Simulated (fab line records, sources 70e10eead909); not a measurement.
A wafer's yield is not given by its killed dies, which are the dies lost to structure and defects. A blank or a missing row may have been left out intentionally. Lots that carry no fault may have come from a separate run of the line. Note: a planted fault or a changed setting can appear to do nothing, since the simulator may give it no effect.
The tool behind it: which one? | flow nand-harc | 6 lots, 18 wafers sampled, at 2 steps of a route of 1159

== WHAT EACH GAUGE READ, for each wafer ==
NHARC_A_M1_OVL_MEAS_10: pitch 240 nm.
lot  | measured     | on         | overlay-x-nm (nm)
L581 | day 17 22:48 | overlay-01 | -0.3 -0.9 -0.5
L579 | day 19 01:10 | overlay-02 | 0.2 0.6 0.7
L585 | day 19 21:43 | overlay-01 | -0.2 -0.3 -0.2
L588 | day 20 21:48 | overlay-02 | -1.7 -1.6 -1.5
L590 | day 21 11:44 | overlay-02 | -0.5 -0.2 -0.6
L598 | day 22 12:22 | overlay-01 | -0.3 -1.9 -1.6

== WHICH TOOL RAN EACH LOT (tool, then ch and the chambers of the sampled wafers, then the start) ==
lot  | NHARC_A_CONTACT_ETCH_130
L581 | har-cap-etch-03 ch 0,1, day 17 02:52
L579 | har-cap-etch-01 ch 0,1, day 17 19:54
L585 | har-cap-etch-01 ch 0,1, day 18 20:08
L588 | har-cap-etch-01 ch 0,1, day 19 22:59
L590 | har-cap-etch-01 ch 0,1, day 20 11:42
L598 | har-cap-etch-01 ch 0,1, day 21 14:55
- NHARC_A_CONTACT_ETCH_130: etches the open film in C4F8/O2/Ar, time 155 s, target depth 956 nm.

== THE ANSWER, worked out from the rows above alone ==
Rule: what is usual is taken from the lots themselves. The widest of any qualifying gaps counts: lots, ordered by their means at a reading, are off when they make up no more than a third of the lots, leave a main group of 4 or more, and stand apart from it by 3 or more times the standard deviation of that group's means. Not used: any main group whose means are identical at the precision the tables above print for the reading. A lot without any number at a reading at which 4 lots or more have one is off too. Any other lot the step has rows for is counted as sound.
None of the lots is off at any reading shown; this tells nothing.

== WHAT HAD BEEN PUT IN BY THE SIMULATOR ==
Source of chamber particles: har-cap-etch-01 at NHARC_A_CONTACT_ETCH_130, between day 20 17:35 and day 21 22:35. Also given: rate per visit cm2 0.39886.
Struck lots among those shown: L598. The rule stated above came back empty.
